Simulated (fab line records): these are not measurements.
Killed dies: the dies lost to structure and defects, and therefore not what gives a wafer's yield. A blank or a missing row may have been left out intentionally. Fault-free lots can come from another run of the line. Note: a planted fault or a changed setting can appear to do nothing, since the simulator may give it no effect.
Chamber matching    flow nand-harc    NHARC_A_CHANNEL_FILL_D2_ETCHBACK_19 on rie-si-03 has 4 sister chambers
The step etches the open film in HBr/Cl2, target depth 5 nm, time 1.7 s. 8 wafers are shown with their chamber, then 7 later ones without.

WAFERS PAIRED WITH THEIR CHAMBERS
wafer   chamber  oes-product-au (a.u.)  throttle-valve-pct (%)
L361.4  1        1.003                  26.403
L365.5  0        0.997                  26.405
L365.6  3        0.989                  26.411
L369.1  2        1.018                  26.418
L369.2  3        1.003                  26.405
L369.6  2        1.010                  26.402
L377.3  1        1.017                  26.410
L377.4  0        1.022                  26.407

WAFERS MISSING THEIR CHAMBER
wafer   oes-product-au (a.u.)  throttle-valve-pct (%)
L377.6  1.002                  26.414
L379.4  1.032                  26.400
L379.5  1.034                  26.392
L379.6  1.010                  26.401
L381.4  1.032                  26.400
L381.5  1.004                  26.413
L381.6  1.015                  26.405

WHICH CHAMBER EACH ONE RAN IN
wafer   from the rows above                in truth
L377.6  can't be placed: 3 or 2 or 1 or 0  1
L379.4  can't be placed: 1 or 0 or 2 or 3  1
L379.5  can't be placed: 0 or 1 or 2 or 3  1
L379.6  can't be placed: 0 or 1 or 2 or 3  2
L381.4  can't be placed: 1 or 0 or 2 or 3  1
L381.5  can't be placed: 2 or 3 or 1 or 0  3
L381.6  can't be placed: 1 or 0 or 2 or 3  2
Correct placement for 0 of the 7. Not placeable from these rows: 7 (in 7, the candidates include the true chamber). Placed wrongly: 0.
How it was worked out, from the rows above alone: a wafer's distance from a chamber is the root of the sum, over the readings, of the square of ((its reading less the chamber's mean) divided by the reading's scatter). If the next closest chamber is less than 2 further off than the closest, the wafer can't be placed; otherwise it belongs to the closest. Each chamber's mean is taken over the wafers shown for it. The scatter: the root of (the sum of the squares of (reading less its chamber's mean) over the shown wafers, divided by (wafers less chambers)).
